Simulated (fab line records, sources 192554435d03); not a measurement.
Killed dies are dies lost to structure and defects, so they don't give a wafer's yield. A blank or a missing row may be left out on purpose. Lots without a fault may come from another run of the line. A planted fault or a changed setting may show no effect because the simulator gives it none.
Chamber matching | flow n5_finfet | N5_BEOL_M0_SAQP_ETCH_107 on rie_diel-03: 4 sister chambers
The step etches SiNx in CH3F/O2, target depth 30 nm. 16 wafers are shown with their chamber, then 8 later ones without.

WAFERS WITH THEIR CHAMBER
wafer  | chamber | rf_vpp_V (V) | showerhead_plenum_p_Torr (Torr) | drypump_motor_current_A (A)
L078.1 | 3       | 277          | 2.05                            | 6.5
L078.4 | 1       | 306          | 1.96                            | 5.9
L078.5 | 3       | 278          | 2.05                            | 6.4
L079.3 | 0       | 302          | 2.01                            | 5.2
L079.4 | 3       | 277          | 2.05                            | 6.5
L079.6 | 3       | 278          | 2.05                            | 6.4
L080.1 | 0       | 303          | 2.01                            | 5.2
L080.3 | 2       | 305          | 1.96                            | 6.6
L080.4 | 0       | 302          | 2.01                            | 5.3
L081.2 | 2       | 304          | 1.96                            | 6.6
L081.3 | 3       | 277          | 2.05                            | 6.4
L081.5 | 2       | 306          | 1.96                            | 6.6
L083.4 | 2       | 304          | 1.96                            | 6.6
L083.5 | 1       | 306          | 1.96                            | 5.8
L083.6 | 0       | 303          | 2.00                            | 5.2
L092.1 | 1       | 306          | 1.95                            | 5.9

SIGNATURES (means of the wafers above)
reading                  | chamber 0 | chamber 1 | chamber 2 | chamber 3 | scatter within a chamber
rf_vpp_V                 | 302.50    | 306.00    | 304.75    | 277.40    | 0.642
showerhead_plenum_p_Torr | 2.0075    | 1.9567    | 1.9600    | 2.0500    | 0.00344
drypump_motor_current_A  | 5.225     | 5.867     | 6.600     | 6.440     | 0.0467
Rule: a wafer's distance from a chamber is the root of the sum, over the readings, of the square of ((its reading less the chamber's mean) divided by the reading's scatter). The wafer belongs to the nearest chamber; if the next one is less than 2 further off, it can't be placed. The scatter: the root of (the sum of the squares of (reading less its chamber's mean) over the shown wafers, divided by (wafers less chambers)).

WAFERS WITHOUT THEIR CHAMBER
wafer  | rf_vpp_V (V) | showerhead_plenum_p_Torr (Torr) | drypump_motor_current_A (A)
L092.3 | 278          | 2.05                            | 6.5
L092.4 | 305          | 1.95                            | 6.6
L093.1 | 305          | 1.95                            | 6.6
L093.5 | 307          | 1.95                            | 5.9
L093.6 | 303          | 2.00                            | 5.2
L094.2 | 304          | 2.00                            | 5.2
L094.3 | 305          | 1.95                            | 5.8
L094.5 | 307          | 1.95                            | 5.8

WHICH CHAMBER EACH WENT THROUGH
wafer  | from the rows above | in truth
L092.3 | 3                   | 3
L092.4 | 2                   | 2
L093.1 | 2                   | 2
L093.5 | 1                   | 1
L093.6 | 0                   | 0
L094.2 | 0                   | 0
L094.3 | 1                   | 1
L094.5 | 1                   | 1
Placed correctly: 8 of 8. Can't be placed from these rows: 0. Placed wrongly: 0.
